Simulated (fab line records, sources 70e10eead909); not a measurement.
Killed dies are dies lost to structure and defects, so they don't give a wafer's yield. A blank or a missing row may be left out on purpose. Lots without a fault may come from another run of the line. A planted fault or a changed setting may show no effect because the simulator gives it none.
A struck lot beside a sound one | flow nand_harc | 15 steps out of a route of 1159
Sound: wafers L611.1, L611.2, L611.3. Struck: wafer L624.2. (L624.4 of the same lot was not struck and is left out.) The cause comes at the end.
At each step with rows: each side's tool, then ch and its chambers, then its first start. Under that, the readings that differ: sound wafers | struck wafers | difference of the means | sigmas: that difference in standard deviations of wafers without a fault.
alike: readings whose means differ by less than 2 such deviations, and words and numbers that are the same on both sides. not compared: withheld readings, readings that some wafer has no value for, bounds like >300 that may hide the same value, and numbers for which the record gives no deviation and whose values overlap.
The two part at a step that has a row with sigmas, a row that says differs or no value, or rows on one side only. Numbers that don't overlap but have no deviation are shown without sigmas and don't part them. A reading that every wafer of one side lacks parts them only if that side has two wafers or more.

first, 8 steps without rows for these wafers: NHARC_A_SGD_CUT_COAT_56 (time 75 s); NHARC_A_SGD_CUT_COAT_57 (time 65 s); NHARC_A_SGD_CUT_COAT_03 (resist thk 90 nm); NHARC_A_SGD_CUT_SOFTBAKE_04 (time 55 s); NHARC_A_SGD_CUT_EBR_05; NHARC_A_SGD_CUT_EXPOSE_06 (exposes mask SGD); NHARC_A_SGD_CUT_PEB_07 (peb time 65 s); NHARC_A_SGD_CUT_DEVELOP_08 (develop time 35 s).
NHARC_A_SGD_CUT_CD_MEAS_09: target cd 100 nm.
  sound on cd_sem-02 ch 0, day 15 17:19; struck on cd_sem-01 ch 0, day 18 10:37
  reading    | sound             | struck | difference | sigmas
  cd_nm (nm) | 100.1 100.6 100.6 | 99.3   | -1.1       | -3
NHARC_A_SGD_CUT_OVL_MEAS_10:
  sound on overlay-01, day 15 17:25; struck on overlay-02, day 18 10:42
  reading           | sound       | struck | difference | sigmas
  overlay_y_nm (nm) | 1.2 1.4 1.6 | -1.1   | -2.5       | -3
  alike: overlay_x_nm
NHARC_A_SGD_CUT_INSPECT_11:
  sound on defect_inspect-01, day 15 17:27; struck on defect_inspect-02, day 18 10:44
  reading          | sound  | struck | difference | sigmas
  raw_defect_count | 7 11 7 | 31     | +23        | +2
NHARC_A_SGD_CUT_DESCUM_14: chemistry O2, time 3 s.
  sound on rie_diel-08 ch 0,1,3, day 15 17:31; struck on rie_diel-05 ch 3, day 18 10:48
  reading                | sound | struck | difference | sigmas
  rf_hours_counter_h (h) | 3 3 3 | 6      | +3         |
  alike: drypump_motor_current_A, oes_product_au, rf_vpp_V, showerhead_plenum_p_Torr, throttle_valve_pct
NHARC_A_SGD_CUT_ETCH_58: etches the open film in CF4, target depth 39 nm, time 65 s.
  sound on rie_diel-08 ch 0,2,3, day 15 17:35; struck on rie_diel-05 ch 3, day 18 10:54
  reading                | sound          | struck | difference | sigmas
  rf_hours_counter_h (h) | 3 3 3          | 6      | +3         |
  run_length_s (s)       | 85.7 86.0 85.8 | 61.8   | -24.0      | -60
  alike: drypump_motor_current_A, oes_product_au, rf_vpp_V, showerhead_plenum_p_Torr, throttle_valve_pct
  not compared: rf_fwd_power_W
NHARC_A_SGD_CUT_ETCH_59: etches the open film in N2/H2, target depth 260 nm, time 406.25 s.
  sound on rie_diel-08 ch 0,2,3; struck on rie_diel-05 ch 0
  reading                | sound | struck | difference | sigmas
  rf_hours_counter_h (h) | 3 3 3 | 7      | +4         |
  alike: drypump_motor_current_A, oes_product_au, rf_fwd_power_W, rf_vpp_V, run_length_s, showerhead_plenum_p_Torr, throttle_valve_pct
-- the record jumps here: 6 days lie between the struck wafers' starts before and after (it left off in module A_SGD_CUT and takes up again in module END, whose first step shown is number 1159 of the route) --
NHARC_END_SORT_01:
  the record has rows for the struck wafers here (prober-01 ch 0, day 24 11:32) and none for the sound ones

WHERE THEY PART
First at NHARC_A_SGD_CUT_CD_MEAS_09; last, within this record, at NHARC_END_SORT_01.

WHY: what the simulator had put in
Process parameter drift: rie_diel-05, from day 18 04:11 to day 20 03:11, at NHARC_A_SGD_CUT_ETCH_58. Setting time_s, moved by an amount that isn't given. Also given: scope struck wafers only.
